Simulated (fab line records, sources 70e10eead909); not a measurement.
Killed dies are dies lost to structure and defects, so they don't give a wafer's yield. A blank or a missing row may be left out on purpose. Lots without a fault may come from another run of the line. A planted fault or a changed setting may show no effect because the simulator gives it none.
A struck lot beside a sound one | flow nand_harc | 15 steps out of a route of 1159
Sound: wafers L454.1, L454.3, L454.4. Struck: wafers L461.1, L461.3, L461.4. The cause comes at the end.
At each step with rows: each side's tool, then ch and its chambers, then its first start. Under that, the readings that differ: sound wafers | struck wafers | difference of the means | sigmas: that difference in standard deviations of wafers without a fault.
alike: readings whose means differ by less than 2 such deviations, and words and numbers that are the same on both sides. not compared: withheld readings, readings that some wafer has no value for, bounds like >300 that may hide the same value, and numbers for which the record gives no deviation and whose values overlap.
The two part at a step that has a row with sigmas, a row that says differs or no value, or rows on one side only. Numbers that don't overlap but have no deviation are shown without sigmas and don't part them. A reading that every wafer of one side lacks parts them only if that side has two wafers or more.

first, 7 steps without rows for these wafers: NHARC_A_BLC_COAT_03 (time 65 s); NHARC_A_BLC_COAT_04 (resist thk 90 nm); NHARC_A_BLC_SOFTBAKE_05 (time 55 s); NHARC_A_BLC_EBR_06; NHARC_A_BLC_EXPOSE_07 (exposes mask A BLC, target cd 100 nm); NHARC_A_BLC_PEB_08 (peb time 65 s); NHARC_A_BLC_DEVELOP_09 (develop time 35 s).
NHARC_A_BLC_CD_MEAS_10: target cd 100 nm.
  sound on cd_sem-03 ch 0, day 17 21:24; struck on cd_sem-02 ch 0, day 19 23:52
  alike: cd_nm
NHARC_A_BLC_OVL_MEAS_11:
  sound on overlay-01, day 17 21:29; struck on overlay-02, day 19 23:58
  reading           | sound       | struck         | difference | sigmas
  overlay_y_nm (nm) | 0.9 0.8 0.5 | -1.2 -1.7 -1.3 | -2.1       | -2
  alike: overlay_x_nm
NHARC_A_BLC_INSPECT_12:
  sound on defect_inspect-02, day 17 21:32; struck on defect_inspect-01, day 20 00:00
  alike: raw_defect_count
NHARC_A_BLC_DESCUM_15: chemistry O2, time 3 s.
  sound on rie_diel-02 ch 0,2,3, day 17 21:35; struck on rie_diel-02 ch 1,2,3, day 20 00:04
  alike: drypump_motor_current_A, oes_product_au, rf_vpp_V, showerhead_plenum_p_Torr, throttle_valve_pct
  not compared: rf_hours_counter_h
NHARC_A_BLC_ETCH_16: etches the open film in CF4, target depth 39 nm, time 65 s.
  sound on rie_diel-02 ch 0,2,3, day 17 21:41; struck on rie_diel-02 ch 0,1,3, day 20 00:08
  alike: drypump_motor_current_A, oes_product_au, rf_vpp_V, run_length_s, showerhead_plenum_p_Torr, throttle_valve_pct
  not compared: rf_hours_counter_h
NHARC_A_BLC_ETCH_17: etches the open film in N2/H2, target depth 390 nm, time 609.38 s.
  sound on rie_diel-02 ch 0,2, day 17 21:47; struck on rie_diel-02 ch 0,1,3, day 20 00:14
  reading          | sound             | struck            | difference | sigmas
  run_length_s (s) | 631.3 631.3 631.1 | 558.3 559.5 558.7 | -72.4      | -99 or more
  alike: drypump_motor_current_A, oes_product_au, rf_vpp_V, showerhead_plenum_p_Torr, throttle_valve_pct
  not compared: rf_hours_counter_h
NHARC_A_BLC_ETCH_18: etches the open film in C4F8/O2/Ar, target depth 910 nm.
  sound on rie_diel-02 ch 0,2; struck on rie_diel-02 ch 1,2,3
  alike: oes_product_au, rf_vpp_V
  not compared: rf_hours_counter_h
NHARC_END_SORT_01:
  the record has rows for the sound wafers here (prober-02 ch 0, day 20 12:49) and none for the struck ones

WHERE THEY PART
First at NHARC_A_BLC_OVL_MEAS_11; last, within this record, at NHARC_END_SORT_01.

WHY: what the simulator had put in
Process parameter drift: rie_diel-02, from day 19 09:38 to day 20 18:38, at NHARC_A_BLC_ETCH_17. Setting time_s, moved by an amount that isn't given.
